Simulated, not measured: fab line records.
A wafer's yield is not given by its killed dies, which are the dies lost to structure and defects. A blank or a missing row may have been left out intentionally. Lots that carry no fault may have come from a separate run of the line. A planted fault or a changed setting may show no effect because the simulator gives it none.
fab line records	flow n5Finfet
record: lots: 12	wafers: 35	lastDay: 16
route steps=1938 shown BEOL_M11@1595 BEOL_M12@1612
lots that met no fault: from a run of the same line without faults
startH: hours from the record's first day to the start of the lot's first wafer shown	waitH: hours from the lot's prior step to this one	" same as the row above	L1.1+2: several wafers, shown together as one row	- no value present, or no start provided	* or withheld: withheld	< > ~ a bound
route shown NAME@n: names a module that has steps shown in the file, with the first one's number in the route	usual: mean and standard deviation over wafers with no fault	same: alike in all rows	chamber/n: place in a boat	sites: per-site readings	_std_site: standard deviation of those values	_edge_site: inner sites' mean taken away from outer sites' mean	radiusMm: for every site, how far away it sits from the centre of the wafer	mask NAME#n: copy n	behind: the most recent tool/chamber to have shaped the wafer	hold: cause of the lot's hold/its duration in hours/its outcome	device: the transistor (n, p or np) that didn't switch	end of line: at the end of the route, the tests of the same wafers	for a step that has no rows: nothing shown but its recipe	killed: not the wafer's yield, but the dies lost to structure and defects at the first sort	map: the dies of a wafer, with x for killed, . for not killed, _ for no die there
set.NAME: the setting the step ran with; set.NAME@STEP: the setting that earlier step ran with	model.NAME: the simulator's own value behind a step, which no gauge read
the route's steps for a sample of lots (tables are steps, rows are wafers)
services: the hour from which a tool's chamber was out of use, counted from the record's first day as startH (under 0 if before that day), plus the number of hours and why
== steps ==
step: N5_BEOL_M11_ANNEAL_51
recipe: tempC: 225	timeS: 90	ambient: N2
usual: wafer_temp_C_max: 225.87/0.24
lot.wafer	tool	chamber	startH	waitH	wafer_temp_C_max
L391.2	rtpAnneal-01	0	224.70	0.2	226.31
L391.3	"	0	"	"	225.96
L391.4	"	0	"	"	225.96
L393.3	rtpAnneal-01	0	229.95	0.3	226.41
L393.4	"	0	"	"	226.22
L393.6	"	0	"	"	225.99
L392.1	rtpAnneal-02	0	237.73	0.7	225.46
L392.5	"	0	"	"	225.68
L395.1	rtpAnneal-01	0	253.58	0.1	226.01
L395.5	"	0	"	"	226.25
L395.6	"	0	"	"	226.06
L394.3	rtpAnneal-02	0	262.62	0.1	226.07
L394.4	"	0	"	"	225.92
L394.6	"	0	"	"	225.64
L404.1	rtpAnneal-02	0	320.64	0.2	225.33
L404.4	"	0	"	"	225.67
L404.5	"	0	"	"	225.69
L407.3	rtpAnneal-01	0	325.40	0.4	226.12
L407.5	"	0	"	"	226.27
L407.6	"	0	"	"	226.00
L406.2	rtpAnneal-01	0	327.87	0.1	226.27
L406.4	"	0	"	"	226.03
L406.6	"	0	"	"	225.81
L408.1	rtpAnneal-01	0	332.09	0.1	226.22
L408.2	"	0	"	"	226.04
L408.6	"	0	"	"	226.19
L411.1	rtpAnneal-02	0	348.05	0.1	225.79
L411.2	"	0	"	"	225.58
L411.4	"	0	"	"	225.52
L412.1	rtpAnneal-01	0	350.51	0.1	225.69
L412.4	"	0	"	"	225.60
L412.5	"	0	"	"	225.81
L410.2	rtpAnneal-02	0	351.32	0.4	225.61
L410.4	"	0	"	"	225.55
L410.5	"	0	"	"	225.52
step: N5_BEOL_M11_CMP_52
recipe: stopOn: SiCOH_lowk	tOverpolishS: 7	downForcePsi: 1	platenRpm: 50	clearingPlatenDownForcePsi: 1.5	clearingPlatenRpm: 50	postCmpClean: cuAlkaline	targetThkNm: 140	clearingPlatenPadVelocityMS: 0.99484	padVelocityMS: 0.99484
usual: barrierFieldEndpointS: 28.8/0.71	clearingPlatenRpm: 50.000/0.028	motorCurrentA: 6.2/0.59	overpolishRunS: 6.998/0.0092	platenRpm: 50.00/0.031	timeToEndpointS: 66/3.6
lot.wafer	tool	chamber	startH	waitH	barrierFieldEndpointS	clearingPlatenRpm	motorCurrentA	overpolishRunS	platenRpm	timeToEndpointS
L391.4	cmp-01	2	225.09	0.3	27.9	50.014	6.3	6.997	49.99	62
L391.3	"	3	"	"	28.6	50.004	5.7	7.005	50.01	64
L391.2	"	1	"	"	28.2	50.041	5.8	6.990	50.00	70
L393.4	cmp-03	2	230.16	0.1	29.2	49.998	5.7	6.994	49.97	69
L393.3	"	0	"	"	29.5	50.066	6.4	7.000	50.02	72
L393.6	"	3	"	"	30.7	49.992	6.6	6.989	49.99	75
L392.1	cmp-04	0	238.15	0.4	29.2	50.018	5.5	6.995	50.01	65
L392.5	"	2	"	"	28.8	50.028	7.5	6.993	49.99	65
L395.1	cmp-01	1	253.95	0.3	29.3	49.962	6.1	6.997	50.03	70
L395.5	"	3	"	"	28.6	50.002	6.1	6.989	50.00	68
L395.6	"	0	"	"	29.4	50.000	5.6	7.001	50.05	69
L394.4	cmp-01	0	262.90	0.2	29.1	49.957	5.5	6.997	50.05	64
L394.3	"	1	"	"	28.7	50.000	6.1	7.001	49.99	66
L394.6	"	2	"	"	28.4	50.017	6.4	6.991	49.99	63
L404.1	cmp-03	0	320.93	0.3	29.8	50.018	6.5	7.009	47.99	72
L404.4	"	2	"	"	28.3	49.984	5.7	7.002	50.05	69
L404.5	"	1	"	"	28.2	50.014	5.7	7.006	49.99	67
L407.3	cmp-01	1	325.61	0.2	29.1	50.001	5.8	7.000	50.02	70
L407.6	"	1	"	"	29.1	49.982	6.3	7.016	50.04	68
L407.5	"	2	"	"	28.2	49.983	6.0	7.002	49.96	66
L406.2	cmp-01	1	328.13	0.2	29.3	50.004	6.0	7.000	50.03	69
L406.4	"	0	"	"	29.1	49.970	5.5	6.992	50.03	64
L406.6	"	1	"	"	30.4	49.961	5.9	6.991	49.97	68
L408.2	cmp-04	1	332.43	0.2	27.5	50.010	6.3	7.011	50.08	61
L408.1	"	2	"	"	28.6	50.011	7.3	6.995	49.99	62
L408.6	"	0	"	"	28.7	49.989	5.5	6.985	49.97	62
L411.2	cmp-04	2	348.35	0.2	27.6	50.009	7.7	7.004	50.01	62
L411.1	"	0	"	"	27.6	49.977	5.7	7.000	50.03	62
L411.4	"	1	"	"	28.4	50.008	6.3	6.987	50.02	62
L412.4	cmp-04	0	350.88	0.2	28.1	50.040	5.6	6.987	50.00	63
L412.1	"	1	"	"	28.2	49.981	6.2	6.984	50.00	60
L412.5	"	3	"	"	28.7	49.980	7.1	6.998	49.91	61
L410.2	cmp-01	1	351.59	0.2	28.9	50.011	5.7	6.996	50.00	70
L410.4	"	0	"	"	29.0	49.971	5.4	6.994	50.01	67
L410.5	"	2	"	"	29.6	50.002	6.2	6.996	50.02	71
step: N5_BEOL_M11_INSPECT_58
recipe: inspectInstrument: darkfield	mode: postDep
usual: rawDefectCount: 71/22
lot.wafer	tool	chamber	startH	waitH	rawDefectCount
L391.2	defectInspect-01	-	225.57	0.0	114
L391.3	"	-	"	"	96
L391.4	"	-	"	"	110
L393.3	defectInspect-02	-	230.63	0.0	94
L393.4	"	-	"	"	108
L393.6	"	-	"	"	57
L392.1	defectInspect-02	-	238.48	0.0	37
L392.5	"	-	"	"	100
L395.1	defectInspect-02	-	254.32	0.0	63
L395.5	"	-	"	"	51
L395.6	"	-	"	"	87
L394.3	defectInspect-01	-	263.27	0.0	60
L394.4	"	-	"	"	65
L394.6	"	-	"	"	67
L404.1	defectInspect-02	-	321.38	0.0	86
L404.4	"	-	"	"	72
L404.5	"	-	"	"	38
L407.3	defectInspect-02	-	326.06	0.0	91
L407.5	"	-	"	"	88
L407.6	"	-	"	"	99
L406.2	defectInspect-02	-	328.58	0.0	58
L406.4	"	-	"	"	58
L406.6	"	-	"	"	46
L408.1	defectInspect-01	-	332.83	0.0	38
L408.2	"	-	"	"	51
L408.6	"	-	"	"	45
L411.1	defectInspect-01	-	348.79	0.0	59
L411.2	"	-	"	"	56
L411.4	"	-	"	"	35
L412.1	defectInspect-02	-	351.25	0.0	57
L412.4	"	-	"	"	56
L412.5	"	-	"	"	33
L410.2	defectInspect-01	-	352.03	0.0	67
L410.4	"	-	"	"	40
L410.5	"	-	"	"	67
step: N5_BEOL_M12_CD_MEAS_10
recipe: targetCdNm: 140	landingEnergyEv: 500	detector: seInlens	polarity: opening
usual: cdNm: 140.5/2.1
lot.wafer	tool	chamber	startH	waitH	cdNm
L391.2	cdSem-03	0	226.18	-	142.8
L391.3	"	0	"	"	144.1
L391.4	"	0	"	"	140.6
L393.3	cdSem-02	0	231.28	-	138.0
L393.4	"	0	"	"	139.4
L393.6	"	0	"	"	142.4
L392.1	cdSem-01	0	238.97	-	139.6
L392.5	"	0	"	"	141.6
L395.1	cdSem-02	0	254.79	-	139.8
L395.5	"	0	"	"	137.9
L395.6	"	0	"	"	137.7
L394.3	cdSem-02	0	263.75	-	140.1
L394.4	"	0	"	"	139.4
L394.6	"	0	"	"	140.9
L404.1	cdSem-01	0	321.98	-	139.5
L404.4	"	0	"	"	142.4
L404.5	"	0	"	"	139.2
L407.3	cdSem-01	0	326.53	-	142.3
L407.5	"	0	"	"	142.7
L407.6	"	0	"	"	141.7
L406.2	cdSem-01	0	329.05	-	137.4
L406.4	"	0	"	"	137.5
L406.6	"	0	"	"	139.1
L408.1	cdSem-03	0	333.31	-	141.2
L408.2	"	0	"	"	139.3
L408.6	"	0	"	"	138.0
L411.1	cdSem-01	0	349.39	-	141.5
L411.2	"	0	"	"	140.2
L411.4	"	0	"	"	144.7
L412.1	cdSem-01	0	351.84	-	141.2
L412.4	"	0	"	"	140.6
L412.5	"	0	"	"	142.5
L410.2	cdSem-01	0	352.64	-	137.8
L410.4	"	0	"	"	138.2
L410.5	"	0	"	"	139.1
== services ==
tool	chamber	startH	hours	kind
cmp-04	-	207.57	24.7	pm
cmp-03	-	238.49	1.3	repair
cmp-03	-	245.04	4.0	pm
cmp-03	-	249.04	-	consumableReplace:conditioner
cmp-03	-	249.04	-	consumableReplace:pad
cmp-04	-	253.65	0.9	repair
cmp-04	-	310.99	4.0	pm
cmp-04	-	314.99	-	consumableReplace:conditioner
cmp-04	-	314.99	-	consumableReplace:pad
== key ==
firstSign: step: N5_BEOL_M11_CMP_52	reading: platenRpm	direction: down	sigmas: 65	usual: 50.00	struck: 47.99
effect none on later readings
metAt N5_BEOL_M11_CMP_52
struckLots L404
struckWafers L404.1
notActingAt N5_BEOL_M11_ANNEAL_51,N5_BEOL_M11_INSPECT_58,N5_BEOL_M12_CD_MEAS_10
onsetBetween 230.16 320.93
fault: kind: processParameterDrift	tool: cmp-03	chamber: 0	onsetH: 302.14	steps: N5_BEOL_M11_CMP_52	channel: platenRpm	offset: -2	shape: step	endH: 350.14	actsIn: theseRecipesOnly	stated: 50
